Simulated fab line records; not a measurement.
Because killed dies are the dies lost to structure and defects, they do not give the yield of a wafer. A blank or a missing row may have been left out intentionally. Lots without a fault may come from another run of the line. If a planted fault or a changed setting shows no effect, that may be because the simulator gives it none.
Comparing a struck lot with a sound one -- flow nand_harc -- 16 out of 1302 route steps
Sound: these wafers, L514.2, L514.4, L514.5. Struck: wafer L524.5 (L524.1, L524.4, from the same lot, were not struck and are left out); the cause is given at the end.
At each step with rows: each side's tool, then ch and its chambers, then its first start. Under that, the readings that differ: sound wafers -- struck wafers -- difference of the means -- sigmas: that difference in standard deviations of wafers without a fault.
alike: readings whose means differ by less than 2 such deviations, and words and numbers that are the same on both sides. not compared: withheld readings, readings that some wafer has no value for, bounds like >300 that may hide the same value, and numbers for which the record gives no deviation and whose values overlap.
Wherever a step has rows on one side only, a row that says differs or no value, or a row with sigmas, the two part there. Numbers that don't overlap but have no deviation are shown without sigmas and don't part them. Lack of a reading on every wafer of one side parts them only where that side has two or more wafers.

NHARC_P_M2_PRE_CLEAN_30: time 30 s.
  sound on pvd_sputter-02; struck on pvd_sputter-02
  alike: heater_power_w
then, 1 step without rows for these wafers: NHARC_P_M2_PVD_20 (deposits TaN, target thk 5 nm, time 8.06 s).
NHARC_P_M2_PVD_21: deposits Cu, target thk 30 nm, time 20.49 s.
  sound on pvd_sputter-02; struck on pvd_sputter-02
  alike: chamber_pressure_pa, throttle_valve_pct
then, 2 steps without rows for these wafers: NHARC_P_M2_ECD_22 (material Cu, target thk 400 nm); NHARC_P_M2_ANNEAL_31 (time 90 s).
NHARC_P_M2_CMP_23: polishes, t overpolish 20 s, target thk 144.3 nm.
  sound on cmp-04 ch 2,3, day 8 08:19; struck on cmp-03 ch 0, day 12 12:11
  alike: motor_current_A, time_to_endpoint_s
NHARC_P_M2_THK_MEAS_24: measures by xrf.
  struck on film_metro-01, day 12 12:29; sound on film_metro-02, day 8 08:36
reading,sound,struck,difference,sigmas
thk_nm (nm),141.6 144.0 142.0,146.2,+3.7,+3
then, 1 step without rows for these wafers: NHARC_P_M2_SRD_25.
NHARC_P_M2_INSPECT_27:
  struck on defect_inspect-01, day 12 12:39; sound on defect_inspect-02, day 8 08:46
  alike: raw_defect_count
NHARC_P_M2_PRE_CLEAN_32: time 12 s.
  sound on pecvd-02 ch 0,1, day 8 08:49; struck on pecvd-01 ch 0, day 12 12:44
  alike: heater_power_w
then, 1 step without rows for these wafers: NHARC_P_M2_DEP_33 (deposits SiCN, target thk 30 nm).
NHARC_P_BONDPAD_DEP_00: deposits SiCN, target thk 250 nm.
  sound on pecvd-04 ch 0,2, day 8 09:19; struck on pecvd-01 ch 2, day 12 13:11
  alike: heater_power_w
NHARC_P_BONDPAD_CMP_32: polishes SiCN, target thk 200 nm.
  sound on cmp-03 ch 2,3, day 8 09:43; struck on cmp-03 ch 3, day 12 13:36
  alike: motor_current_A
NHARC_P_BONDPAD_THK_MEAS_33: measures by ellipsometry.
  struck on film_metro-02, day 12 13:52; sound on film_metro-02, day 8 09:59
reading,sound,struck,difference,sigmas
thk_nm (nm),201.8 200.8 201.3,187.6,-13.7,-10
then, 1 step without rows for these wafers: NHARC_P_BONDPAD_SRD_34.
NHARC_END_SORT_01:
  the record has rows for the sound wafers here (prober-01 ch 0, day 26 11:56) and none for the struck ones

== WHERE THEY PART ==
First at NHARC_P_M2_THK_MEAS_24; last, within this record, at NHARC_END_SORT_01.

WHY: what had been put in by the simulator
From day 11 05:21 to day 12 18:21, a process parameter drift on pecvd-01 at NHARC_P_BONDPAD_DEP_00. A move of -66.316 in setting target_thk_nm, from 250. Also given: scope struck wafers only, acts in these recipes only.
